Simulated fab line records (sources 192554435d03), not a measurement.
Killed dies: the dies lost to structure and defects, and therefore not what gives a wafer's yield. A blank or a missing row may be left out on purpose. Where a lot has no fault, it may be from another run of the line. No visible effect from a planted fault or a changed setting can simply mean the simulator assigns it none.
Chamber matching | flow n5-finfet | N5_BEOL_M0_SAQP_PECVD_96 on pecvd-03: 3 sister chambers
The step deposits a-Si from SiH4/He, target thk 45 nm, time 45.2 s. 6 wafers are shown with their chamber, then 10 later ones without.

## EACH WAFER AND ITS CHAMBER
wafer  | chamber | throttle-valve-pct (%) | showerhead-plenum-p-Torr (Torr)
L085.3 | 0       | 19.0                   | 5.66
L087.2 | 2       | 16.2                   | 5.69
L087.4 | 0       | 19.3                   | 5.65
L087.6 | 1       | 19.5                   | 5.66
L089.1 | 1       | 19.5                   | 5.67
L089.3 | 2       | 16.5                   | 5.70

## WAFERS WHOSE CHAMBER IS MISSING
wafer  | throttle-valve-pct (%) | showerhead-plenum-p-Torr (Torr)
L089.6 | 19.4                   | 5.66
L090.2 | 19.2                   | 5.65
L090.4 | 19.1                   | 5.65
L090.5 | 16.5                   | 5.70
L094.1 | 19.2                   | 5.66
L094.2 | 19.5                   | 5.68
L094.5 | 19.6                   | 5.64
L096.1 | 19.2                   | 5.65
L096.4 | 16.6                   | 5.70
L096.5 | 19.1                   | 5.67

## EACH ONE'S CHAMBER
wafer  | from the rows above     | in truth
L089.6 | can't be placed: 1 or 0 | 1
L090.2 | can't be placed: 0 or 1 | 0
L090.4 | 0                       | 0
L090.5 | 2                       | 2
L094.1 | can't be placed: 0 or 1 | 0
L094.2 | can't be placed: 1 or 0 | 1
L094.5 | can't be placed: 0 or 1 | 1
L096.1 | can't be placed: 0 or 1 | 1
L096.4 | 2                       | 2
L096.5 | can't be placed: 0 or 1 | 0
Correct placement for 3 of the 10. Not placeable from these rows: 7 (in 7, the candidates include the true chamber). Placed wrongly: 0.
How it was worked out, from the rows above alone: a wafer's distance from a chamber is the root of the sum, over the readings, of the square of ((its reading less the chamber's mean) divided by the reading's scatter). The wafer belongs to the nearest chamber; if the next one is less than 2 further off, it can't be placed. The mean given for a chamber averages the wafers shown for that chamber. The scatter: the root of (the sum of the squares of (reading less its chamber's mean) over the shown wafers, divided by (wafers less chambers)).
